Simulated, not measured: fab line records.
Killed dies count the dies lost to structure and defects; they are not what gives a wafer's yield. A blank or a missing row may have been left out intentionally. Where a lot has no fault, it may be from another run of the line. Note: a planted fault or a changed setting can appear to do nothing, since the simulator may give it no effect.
fab line records	flow n5_finfet
[record] lots = 10	wafers = 30	last_day = 18
route steps=1938 shown SD_ACTIVATION@334 ILD0@335 SDB@347 BEOL_M4@1111 PASSIVATION@1936
lots that met no fault: from a run of the same line without faults
start_h: hours from the record's first day to the start of the lot's first wafer shown	wait_h: hours from the lot's prior step to this one	" the same as in the row above	L1.1+2: a single row standing in for several wafers	- no value, or no start was given	* or withheld: withheld	< > ~ a bound
route shown NAME@n: NAME is a module with steps in the file, n the number in the route of the first one	usual: average and standard deviation across the fault-free wafers	same: alike in all rows	chamber/n: place in a boat	sites: the reading at each site	_std_site: how widely they spread, as a standard deviation	_edge_site: inner sites' mean taken away from outer sites' mean	radius_mm: how far each site lies from the wafer's centre	mask NAME#n: copy n	behind: the last tool/chamber to shape the wafer	hold: why the lot went on hold/how many hours it stayed there/how the hold came to an end	device: whichever transistor did not switch (one of n, p or np)	end of line: the tests these same wafers got at the end of their route	a step without rows: its recipe alone	killed: not the wafer's yield, but the dies lost to structure and defects at the first sort	map: a wafer's dies, marking killed ones x, the rest . and places with no die _
set.NAME: the setting the step ran with; set.NAME@STEP: the setting that earlier step ran with	model.NAME: the simulator's own value behind a step, which no gauge read
steps of the route over a sample of lots; a table a step, a row a wafer
services: from which hour (start_h, from the record's first day; less than 0 if before it) a tool's chamber was out of use, for how many hours, and why
[[steps]]
[step N5_SD_ACTIVATION_INSPECT_02]
[recipe] inspect_instrument = darkfield	mode = post_anneal
[usual] raw_defect_count = 180/37
lot.wafer	tool	chamber	start_h	wait_h	raw_defect_count
L792.2	defect_inspect-01	-	62.17	0.1	205
L792.4	"	-	"	"	170
L792.6	"	-	"	"	277
L796.1	defect_inspect-02	-	84.97	0.2	142
L796.3	"	-	"	"	187
L796.4	"	-	"	"	168
L800.4	defect_inspect-02	-	108.59	0.1	146
L800.5	"	-	"	"	144
L800.6	"	-	"	"	210
L801.4	defect_inspect-01	-	113.82	0.1	133
L801.5	"	-	"	"	142
L801.6	"	-	"	"	125
L804.1	defect_inspect-02	-	129.56	0.2	120
L804.3	"	-	"	"	187
L804.5	"	-	"	"	149
L805.1	defect_inspect-02	-	137.69	0.2	184
L805.3	"	-	"	"	217
L805.6	"	-	"	"	266
L806.2	defect_inspect-01	-	142.36	0.2	192
L806.4	"	-	"	"	171
L806.5	"	-	"	"	242
L813.1	defect_inspect-02	-	185.75	0.2	197
L813.4	"	-	"	"	185
L813.5	"	-	"	"	191
L814.1	defect_inspect-01	-	192.43	0.2	156
L814.2	"	-	"	"	283
L814.5	"	-	"	"	246
L815.2	defect_inspect-01	-	198.59	0.1	176
L815.3	"	-	"	"	123
L815.5	"	-	"	"	145
[step N5_ILD0_LINER_00]
[recipe] material = SiNx	target_thk_a = 40	temp_c = 400	ald_precursor_family = SiH2I2	ald_co_reactant = N2/H2-plasma	pulse_time_s = 1	purge_time_s = 2	co_reactant_purge_time_s = 2	ald_cycles = 80	pressure_torr = 2
[usual] heater_power_w = 880/67	precursor_pulse_height_rel = 1.000/0.024
lot.wafer	tool	chamber	start_h	wait_h	heater_power_w	precursor_pulse_height_rel
L792.2	ald_sin-03	1	62.46	0.3	801	0.964
L792.4	"	0	"	"	964	0.990
L792.6	"	3	"	"	928	0.997
L796.1	ald_sin-04	3	85.52	0.6	879	0.995
L796.3	"	0	"	"	931	0.982
L796.4	"	1	"	"	781	1.004
L800.4	ald_sin-03	3	108.62	0.0	926	1.026
L800.5	"	1	"	"	793	1.018
L800.6	"	0	"	"	937	0.996
L801.4	ald_sin-03	3	113.99	0.2	939	0.982
L801.5	"	0	"	"	967	0.990
L801.6	"	1	"	"	812	1.046
L804.1	ald_sin-04	3	129.89	0.3	841	1.003
L804.3	"	2	"	"	903	1.000
L804.5	"	0	"	"	937	0.997
L805.1	ald_sin-01	2	137.83	0.1	853	1.011
L805.3	"	3	"	"	972	1.008
L805.6	"	2	"	"	869	1.012
L806.2	ald_sin-01	3	142.40	0.0	976	0.999
L806.4	"	1	"	"	767	0.983
L806.5	"	3	"	"	972	1.023
L813.1	ald_sin-03	3	185.85	0.1	959	0.988
L813.4	"	2	"	"	850	1.034
L813.5	"	2	"	"	868	0.982
L814.1	ald_sin-03	2	192.47	0.0	893	1.011
L814.2	"	1	"	"	790	0.979
L814.5	"	3	"	"	941	1.018
L815.2	ald_sin-03	2	198.69	0.1	870	1.015
L815.3	"	0	"	"	967	0.979
L815.5	"	2	"	"	886	0.985
[step N5_ILD0_ALD_15]
[recipe] material = SiNx	target_thk_a = 240	temp_c = 400	ald_precursor_family = SiH2I2	ald_co_reactant = N2/H2-plasma	pulse_time_s = 1	ald_cycles = 480	purge_time_s = 2	co_reactant_purge_time_s = 2	pressure_torr = 2
[usual] ald_cycles = 480/0	chamber_pressure_Torr = 2.001/0.0042	heater_power_w = 884/69	precursor_pulse_height_rel = 1.000/0.02
lot.wafer	tool	chamber	start_h	wait_h	ald_cycles	chamber_pressure_Torr	heater_power_w	precursor_pulse_height_rel
L792.2	ald_sin-04	1	66.16	0.5	480	2.006	768	0.998
L792.4	"	0	"	"	480	1.999	922	0.993
L792.6	"	1	67.24	1.1	480	2.010	759	1.003
L796.1	ald_sin-03	2	90.12	1.5	480	1.990	887	1.014
L796.3	"	3	"	"	480	2.011	937	1.006
L796.4	"	0	"	"	480	1.996	965	1.037
L800.4	ald_sin-04	0	112.48	0.4	480	1.999	941	0.992
L800.5	"	3	113.57	1.4	480	2.000	859	0.955
L800.6	"	0	"	"	480	2.004	913	1.008
L801.4	ald_sin-03	0	117.69	0.2	480	1.998	963	0.983
L801.5	"	0	118.78	1.2	480	1.997	952	0.957
L801.6	"	3	"	"	480	1.999	944	1.000
L804.1	ald_sin-01	2	133.60	0.6	-	-	-	-
L804.3	"	0	"	"	-	-	-	-
L804.5	"	2	134.69	1.2	-	-	-	-
L805.1	ald_sin-04	1	141.54	0.6	-	-	-	-
L805.3	"	2	"	"	-	-	-	-
L805.6	"	1	142.62	1.1	-	-	-	-
L806.2	ald_sin-01	2	146.34	0.7	-	-	-	-
L806.4	"	0	"	"	-	-	-	-
L806.5	"	2	147.43	1.5	-	-	-	-
L813.1	ald_sin-03	3	189.55	0.6	480	2.012	937	0.976
L813.4	"	1	"	"	480	2.006	824	0.998
L813.5	"	3	190.63	1.2	480	2.010	916	1.001
L814.1	ald_sin-01	3	196.53	0.6	480	1.998	959	0.988
L814.2	"	2	"	"	480	2.008	850	1.009
L814.5	"	2	197.62	1.2	480	1.998	843	1.020
L815.2	ald_sin-04	1	202.65	0.7	480	1.997	777	1.002
L815.3	"	2	"	"	480	2.004	891	0.970
L815.5	"	1	203.74	1.5	480	2.001	769	1.005
[step N5_SDB_HM_DEP_00]
[recipe] material = SiNx	target_thk_a = 400	temp_c = 400	precursor = SiH4/NH3/N2	pressure_torr = 1.5	rf_w = 300	time_s = 35.3
[usual] heater_power_w = 777/98	showerhead_plenum_p_Torr = 5.12/0.07	throttle_valve_pct = 39.8/2.3
lot.wafer	tool	chamber	start_h	wait_h	heater_power_w	showerhead_plenum_p_Torr	throttle_valve_pct
L792.2	pecvd-02	2	68.72	0.0	734	5.01	37.5
L792.4	"	2	"	"	726	5.02	37.4
L792.6	"	0	"	"	842	5.13	39.1
L796.1	pecvd-02	1	92.68	0.0	769	5.30	40.4
L796.3	"	2	"	"	643	5.01	37.5
L796.4	"	0	"	"	731	5.11	39.4
L800.4	pecvd-01	1	115.07	0.1	892	5.13	35.7
L800.5	"	2	"	"	665	5.02	37.7
L800.6	"	0	"	"	728	5.09	41.2
L801.4	pecvd-02	0	120.28	0.1	753	5.12	39.4
L801.5	"	1	"	"	722	5.29	40.5
L801.6	"	2	"	"	677	5.02	37.6
L813.1	pecvd-03	2	192.10	0.0	711	5.10	38.9
L813.4	"	2	"	"	732	5.11	39.2
L813.5	"	1	"	"	974	5.16	43.9
L814.1	pecvd-03	2	199.09	0.0	795	5.11	39.5
L814.2	"	1	"	"	841	5.14	44.0
L814.5	"	1	"	"	861	5.13	43.6
L815.2	pecvd-03	0	205.22	0.0	747	5.13	41.3
L815.3	"	2	"	"	793	5.10	39.2
L815.5	"	0	"	"	744	5.12	41.5
[step N5_BEOL_M4_RC_MEAS_101]
[usual] DIBL_N = 36.0/1.8	DIBL_P = 36.3/2.4	IOFF_N = 0.16/0.035	IOFF_P = 0.21/0.036	ION_N = 673/13	ION_P = 461/7.2	SS_N = 71.4/0.6	SS_P = 73.2/0.7	VT_N = 250/4	VT_P = -250.9/2.9
lot.wafer	tool	chamber	start_h	wait_h	DIBL_N[mV/V]	DIBL_P[mV/V]	IOFF_N[nA/um]	IOFF_P[nA/um]	ION_N[uA/um]	ION_P[uA/um]	SS_N[mV/dec]	SS_P[mV/dec]	VT_N[mV]	VT_P[mV]
L792.2	prober-01	0	159.93	0.2	40.9	41.0	0.27	0.32	695	472	72.0	74.4	240	-242.9
L792.4	"	0	"	"	39.8	39.5	0.23	0.29	695	474	72.1	74.1	245	-243.5
L792.6	"	0	"	"	36.5	35.0	0.16	0.23	669	465	71.2	72.4	252	-247.3
L796.1	prober-02	0	202.87	0.0	33.9	34.9	0.13	0.17	674	461	70.4	73.2	254	-250.4
L796.3	"	0	"	"	37.5	37.1	0.19	0.20	668	455	72.0	73.4	248	-251.0
L796.4	"	0	"	"	35.4	36.2	0.15	0.19	678	470	71.5	73.2	249	-250.7
L800.4	prober-01	0	221.29	0.5	37.1	38.9	0.18	0.20	690	466	70.7	73.9	244	-253.0
L800.5	"	0	"	"	38.0	39.6	0.18	0.22	681	464	71.6	74.2	247	-252.3
L800.6	"	0	"	"	40.5	43.6	0.26	0.29	697	464	72.0	74.2	242	-248.7
L801.4	prober-01	0	242.86	0.5	36.3	36.1	0.17	0.20	683	464	71.6	73.7	247	-252.8
L801.5	"	0	"	"	36.3	36.3	0.16	0.20	686	464	71.9	73.7	249	-252.5
L801.6	"	0	"	"	39.2	39.5	0.24	0.26	691	459	72.2	74.0	244	-249.3
L813.1	prober-01	0	316.37	0.0	36.3	34.9	0.15	0.20	679	465	71.5	73.1	246	-251.2
L813.4	"	0	"	"	36.6	36.3	0.15	0.22	671	459	70.9	73.6	249	-251.9
L813.5	"	0	"	"	35.2	33.6	0.13	0.17	661	450	71.0	71.9	250	-253.3
L815.2	prober-01	0	318.44	0.2	37.2	37.1	0.16	0.21	673	457	71.4	73.4	250	-252.4
L815.3	"	0	"	"	37.9	36.6	0.16	0.21	681	461	72.1	74.0	250	-252.9
L815.5	"	0	"	"	39.3	38.0	0.20	0.25	687	464	72.2	73.7	247	-246.7
L814.1	prober-02	0	319.72	0.0	37.5	39.3	0.18	0.24	691	475	71.0	73.8	246	-246.5
L814.2	"	0	"	"	37.7	39.7	0.18	0.25	680	471	72.0	74.1	247	-247.2
L814.5	"	0	"	"	36.6	38.0	0.16	0.23	685	474	71.1	73.4	246	-248.1
[step N5_PASSIVATION_PROBE_49]
[usual] defect_limited_yield = 91.2/1.4	killed_at_M0_to_M3 = 35/11	killed_at_M4_up = 14/5.6	killed_at_contacts = 12/5.6	killed_at_front_end = 38/11	killed_at_other = 4/3.4	killed_dies = 103/17	killed_on_rim = 13/3.5	killed_open = 68/12	killed_short = 33/8.8	sort_bin_5_function = 5.1/0.89	sort_bin_6_memory = 3.3/0.71	sort_n_pass = 1077/17	sort_yield_pct = 91.2/1.4
[same] gross_dies = 1180	killed_at_back_side = 0	sort_bin_4_leakage[%] = 0	sort_bin_8_speed[%] = 0
lot.wafer	tool	chamber	start_h	wait_h	defect_limited_yield[%]	killed_at_M0_to_M3	killed_at_M4_up	killed_at_contacts	killed_at_front_end	killed_at_other	killed_dies	killed_on_rim	killed_open	killed_short	sort_bin_5_function[%]	sort_bin_6_memory[%]	sort_n_pass	sort_yield_pct[%]
L805.1	prober-02	-	353.12	0.0	27.3	24	9	24	786	15	858	54	65	46	68.9	3.4	322	27.3
L805.3	prober-02	-	353.22	0.1	27.0	29	3	17	800	12	861	147	63	51	68.8	3.9	319	27.0
L805.6	prober-02	-	353.37	0.3	26.9	45	6	17	775	20	863	55	88	50	67.0	5.1	317	26.9
L804.1	prober-02	-	357.23	0.0	26.7	50	8	7	798	2	865	137	63	32	69.4	3.6	315	26.7
L804.3	prober-02	-	357.33	0.1	26.8	41	10	23	787	3	864	148	73	35	69.5	3.4	316	26.8
L804.5	prober-02	-	357.43	0.2	29.0	52	8	9	767	2	838	133	82	19	67.5	3.3	342	29.0
L806.2	prober-01	-	358.62	0.1	27.5	38	12	23	777	6	856	131	124	29	67.1	5.0	324	27.5
L806.4	prober-01	-	358.72	0.2	27.6	29	18	15	786	6	854	149	70	32	68.6	3.6	326	27.6
L806.5	prober-01	-	358.77	0.2	28.5	24	17	22	777	4	844	126	71	29	67.6	3.7	336	28.5
// killed by level:class
L805.1 ILD0:area_ald=744 MOL_CONTACT_COAG:geometric_particle:open=19 STI_FIN_REVEAL:geometric_particle:open=9 GATE_CUT:geometric_particle:short=8 BEOL_M1:geometric_particle:open=5 BEOL_M1:geometric_particle:short=5 BEOL_M2:geometric_particle:open=5 MIM_TOP_ETCH:geometric_particle:short=5
L805.3 ILD0:area_ald=747 MOL_CONTACT_COAG:geometric_particle:open=14 FIN_SAQP:geometric_particle:short=11 GATE_CUT:geometric_particle:short=7 STI_FIN_REVEAL:geometric_particle:open=6 GATE_CUT:geometric_particle:open=5 BEOL_M0_SAQP:geometric_particle:short=5 BEOL_M1:geometric_particle:short=5
L805.6 ILD0:area_ald=724 MOL_CONTACT_COAG:geometric_particle:open=12 STI_FIN_REVEAL:geometric_particle:open=10 MIM_TOP_ETCH:geometric_particle:open=10 BEOL_M1:geometric_particle:open=9 BEOL_M0_SAQP:geometric_particle:short=9 BEOL_M0_SAQP:geometric_particle:open=9 MIM_TOP_ETCH:geometric_particle:short=8
L804.1 ILD0:area_ald=770 BEOL_M0_SAQP:geometric_particle:open=15 FIN_SAQP:geometric_particle:short=9 BEOL_M0_SAQP:geometric_particle:short=9 BEOL_M1:geometric_particle:open=9 BEOL_M3:geometric_particle:open=9 MOL_CONTACT_COAG:geometric_particle:open=7 FIN_SAQP:geometric_particle:open=5
L804.3 ILD0:area_ald=754 MOL_CONTACT_COAG:geometric_particle:open=15 STI_FIN_REVEAL:geometric_particle:open=12 BEOL_M0_SAQP:geometric_particle:short=10 BEOL_M2:geometric_particle:open=10 MOL_CONTACT_COAG:geometric_particle:short=8 BEOL_M3:geometric_particle:open=8 BEOL_M0_SAQP:geometric_particle:open=7
L804.5 ILD0:area_ald=736 BEOL_M3:geometric_particle:open=15 BEOL_M2:geometric_particle:open=11 FIN_SAQP:geometric_particle:open=10 MOL_CONTACT_COAG:geometric_particle:open=8 DUMMY_GATE:geometric_particle:open=7 BEOL_M0_SAQP:geometric_particle:short=7 BEOL_M1:geometric_particle:open=7
L806.2 ILD0:area_ald=700 STI_FIN_REVEAL:geometric_particle:open=49 MOL_CONTACT_COAG:geometric_particle:open=20 BEOL_M0_SAQP:geometric_particle:open=10 BEOL_M4:geometric_particle:open=9 BEOL_M3:geometric_particle:open=8 BEOL_M2:geometric_particle:open=7 STI_FIN_REVEAL:geometric_particle:short=6
L806.4 ILD0:area_ald=750 STI_FIN_REVEAL:geometric_particle:open=13 MOL_CONTACT_COAG:geometric_particle:open=10 BEOL_M3:geometric_particle:open=9 BEOL_M4:geometric_particle:short=6 MOL_CONTACT_COAG:geometric_particle:short=5 BEOL_M4:geometric_particle:open=5 STARTING-WAFER:geometric_particle:short=4
L806.5 ILD0:area_ald=742 MOL_CONTACT_COAG:geometric_particle:open=18 STI_FIN_REVEAL:geometric_particle:open=16 BEOL_M4:geometric_particle:open=11 BEOL_M3:geometric_particle:open=7 STI_FIN_REVEAL:geometric_particle:short=6 BEOL_M0_SAQP:geometric_particle:short=5 FIN_SAQP:geometric_particle:open=4
[[services]]
tool	chamber	start_h	hours	kind
pecvd-03	-	41.99	2.8	pm
pecvd-01	-	51.62	28.1	pm
ald_sin-01	-	53.59	0.2	repair
pecvd-03	-	84.78	5.5	pm
pecvd-01	-	85.51	1.7	repair
ald_sin-01	-	86.92	14.0	pm
ald_sin-01	0	86.92	14.0	vent_cycle
ald_sin-01	1	86.92	14.0	vent_cycle
ald_sin-01	2	86.92	14.0	vent_cycle
ald_sin-01	3	86.92	14.0	vent_cycle
ald_sin-03	3	88.61	-	calibration
ald_sin-01	0	100.92	-	clean
ald_sin-01	1	100.92	-	clean
ald_sin-01	2	100.92	-	clean
ald_sin-01	3	100.92	-	clean
pecvd-01	-	115.27	1.3	repair
pecvd-03	-	116.11	6.0	pm
pecvd-01	0	160.15	4.4	repair
pecvd-03	2	170.54	5.2	repair
ald_sin-01	-	178.71	0.8	pm
pecvd-01	-	190.93	2.6	repair
ald_sin-01	1	195.26	18.3	repair
[[key]]
[first_sign] step = N5_ILD0_ALD_15	reading = tool_record	direction = missing
[effect] step = N5_PASSIVATION_PROBE_49	reading = sort_bin_5_function	direction = up	sigmas = 71	usual = 5.1	struck = 68.3
[more_kills_born_at] N5_ILD0_ALD_15@ald_sin-01 = 4451	N5_ILD0_ALD_15@ald_sin-04 = 2212
met_at N5_ILD0_ALD_15
struck_lots L804,L805,L806
later_rows_left_out L804.1,L804.3,L804.5,L805.1,L805.3,L805.6,L806.2,L806.4,L806.5
not_acting_at N5_SD_ACTIVATION_INSPECT_02,N5_ILD0_LINER_00,N5_SDB_HM_DEP_00
onset_between 112.48 133.60
[fault] kind = skipped_step_whole	tool = ald_sin-01,ald_sin-04	chamber = -	onset_h = 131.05	steps = N5_ILD0_ALD_15	scope = struck_lots_only
// later_rows_left_out: the simulator's readings of these wafers behind a module that went badly wrong aren't trusted and aren't shown, but for the sort
